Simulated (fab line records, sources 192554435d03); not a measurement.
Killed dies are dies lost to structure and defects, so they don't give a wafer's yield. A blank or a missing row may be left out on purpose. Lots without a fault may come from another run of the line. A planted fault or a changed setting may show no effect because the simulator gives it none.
Chamber matching | flow n5_finfet | N5_BEOL_M0_SAQP_ETCH_101 on rie_diel-01: 4 sister chambers
The step etches SiNx in CH3F/O2, target depth 29.9 nm, time 42.7 s. 4 wafers are shown with their chamber, then 11 later ones without.

WAFERS WITH THEIR CHAMBER
wafer  | chamber | drypump_motor_current_A (A)
L080.1 | 0       | 5.67
L090.1 | 2       | 5.66
L090.4 | 3       | 5.87
L091.1 | 1       | 6.10

WAFERS WITHOUT THEIR CHAMBER
wafer  | drypump_motor_current_A (A)
L091.3 | 5.85
L091.6 | 6.12
L092.3 | 5.66
L092.4 | 5.87
L092.5 | 6.11
L096.3 | 5.68
L096.5 | 5.67
L096.6 | 5.86
L097.1 | 5.62
L097.3 | 5.68
L097.5 | 5.66

WHICH CHAMBER EACH WENT THROUGH
wafer  | from the rows above     | in truth
L091.3 | 3                       | 3
L091.6 | 1                       | 1
L092.3 | can't be placed: 2 or 0 | 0
L092.4 | 3                       | 3
L092.5 | 1                       | 1
L096.3 | can't be placed: 0 or 2 | 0
L096.5 | can't be placed: 0 or 2 | 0
L096.6 | 3                       | 3
L097.1 | can't be placed: 2 or 0 | 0
L097.3 | can't be placed: 0 or 2 | 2
L097.5 | can't be placed: 2 or 0 | 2
Placed correctly: 5 of 11. Can't be placed from these rows: 6 (the true chamber is among the candidates in 6). Placed wrongly: 0.
How it was worked out, from the rows above alone: a wafer's distance from a chamber is the root of the sum, over the readings, of the square of ((its reading less the chamber's mean) divided by the reading's scatter). The wafer belongs to the nearest chamber; if the next one is less than 2 further off, it can't be placed. A chamber's mean is the mean of its shown wafers. The scatter: with one shown wafer a chamber, the root of the mean of the squares of how far each hidden wafer lies from its nearest shown one.
